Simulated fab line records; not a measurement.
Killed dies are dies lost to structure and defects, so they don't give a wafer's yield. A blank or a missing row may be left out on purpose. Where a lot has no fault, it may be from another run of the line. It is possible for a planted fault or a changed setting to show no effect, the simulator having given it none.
Which of the tools did it?	flow n5_finfet	12 lots, 36 wafers sampled, at 2 steps of a route of 1938

== WHAT EACH GAUGE READ, for each wafer ==
N5_BEOL_M13_OVL_MEAS_11.
lot	measured	on	V12_OVL (nm)
L074	day 12 00:43	overlay-02	-4 3 7
L078	day 12 20:55	overlay-01	-2 3 -1
L079	day 13 18:41	overlay-01	14 7 8
L081	day 14 02:47	overlay-02	-9 -1 3
L083	day 15 11:29	overlay-02	7 1 4
L085	day 16 05:32	overlay-01	-2 4 5
L086	day 16 13:39	overlay-02	-7 -5 -4
L089	day 16 21:06	overlay-01	1 9 -3
L090	day 17 03:21	overlay-01	-2 -3 4
L094	day 17 12:32	overlay-01	-4 -12 -12
L096	day 18 04:55	overlay-01	1 4 -8
L097	day 19 04:58	overlay-02	-6 2 3

== WHICH TOOL RAN EACH LOT (tool, then ch and the chambers of the sampled wafers, then the start) ==
lot	N5_BEOL_M12_DEP_53
L074	pecvd-01 ch 0,2, day 11 23:59
L078	pecvd-04 ch 0,2, day 12 20:11
L079	pecvd-03 ch 0,1,2, day 13 18:05
L081	pecvd-01 ch 0,2, day 14 02:10
L083	pecvd-04 ch 1, day 15 10:52
L085	pecvd-04 ch 1,2, day 16 04:48
L086	pecvd-01 ch 0,2, day 16 13:02
L089	pecvd-03 ch 0,1, day 16 20:28
L090	pecvd-03 ch 0,1,2, day 17 02:45
L094	pecvd-04 ch 0,2, day 17 11:48
L096	pecvd-04 ch 0,1,2, day 18 04:10
L097	pecvd-04 ch 1,2, day 19 04:09
- N5_BEOL_M12_DEP_53: deposits SiCN from 3MS/NH3, target thk 30 nm, time 10.5 s.

== THE ANSWER, worked out from the rows above alone ==
Rule: the usual values come from the lots themselves. Put in order of their means at a reading, lots are off if they are a third of the lots or fewer, leave a main group of 4 or more, and stand apart from it by a gap of 3 or more times the standard deviation of the main group's means; of several such gaps the widest counts. The tables above print the reading to a certain number of digits; a main group whose means all agree to those digits is not used. A lot without any number at a reading at which 4 lots or more have one is off too. All remaining lots with rows at the step are treated as sound.
Across all readings shown, no lot is off: no conclusion can be drawn from this.

== WHAT THE SIMULATOR PUT IN ==
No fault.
